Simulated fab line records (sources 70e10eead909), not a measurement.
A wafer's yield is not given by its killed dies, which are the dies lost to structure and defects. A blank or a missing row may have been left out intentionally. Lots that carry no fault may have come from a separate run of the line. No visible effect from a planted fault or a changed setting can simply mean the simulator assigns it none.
Chamber matching + flow nand_harc + NHARC_P_CONTACT_CMP_01 on cmp-01 has 4 sister chambers
The step polishes SiO2, target thk 200 nm. 8 wafers are shown with their chamber, then 7 later ones without.

## WAFERS, EACH WITH ITS CHAMBER
| wafer  | chamber | motor_current_A (A) |
|--------|---------|---------------------|
| L079.2 | 2       | 12.0                |
| L083.6 | 1       | 11.0                |
| L089.4 | 2       | 11.3                |
| L091.2 | 3       | 10.7                |
| L091.4 | 0       | 13.0                |
| L091.6 | 0       | 12.7                |
| L095.3 | 3       | 11.0                |
| L095.4 | 1       | 10.9                |

## WAFERS MISSING THEIR CHAMBER
| wafer  | motor_current_A (A) |
|--------|---------------------|
| L095.6 | 11.6                |
| L097.1 | 11.1                |
| L097.2 | 12.6                |
| L097.6 | 11.3                |
| L097.3 | 10.8                |
| L097.4 | 11.5                |
| L097.5 | 11.1                |

## WHICH CHAMBER EACH ONE RAN IN
| wafer  | from the rows above          | in truth |
|--------|------------------------------|----------|
| L095.6 | 2                            | 2        |
| L097.1 | can't be placed: 1 or 3 or 2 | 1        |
| L097.2 | 0                            | 0        |
| L097.6 | can't be placed: 2 or 1 or 3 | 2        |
| L097.3 | can't be placed: 3 or 1      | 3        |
| L097.4 | can't be placed: 2 or 1 or 3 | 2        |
| L097.5 | can't be placed: 1 or 3 or 2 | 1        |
Placed correctly: 2 of 7. These rows do not allow placing 5 (true chamber among the candidates in 5). Wrongly placed: 0.
How it was worked out, from the rows above alone: a wafer's distance from a chamber is the root of the sum, over the readings, of the square of ((its reading less the chamber's mean) divided by the reading's scatter). The wafer belongs to the nearest chamber; if the next one is less than 2 further off, it can't be placed. A chamber's mean is the mean of its shown wafers. The scatter: take each reading less its chamber's mean, square it, sum over the shown wafers, divide by the number of wafers less the number of chambers, and take the root.
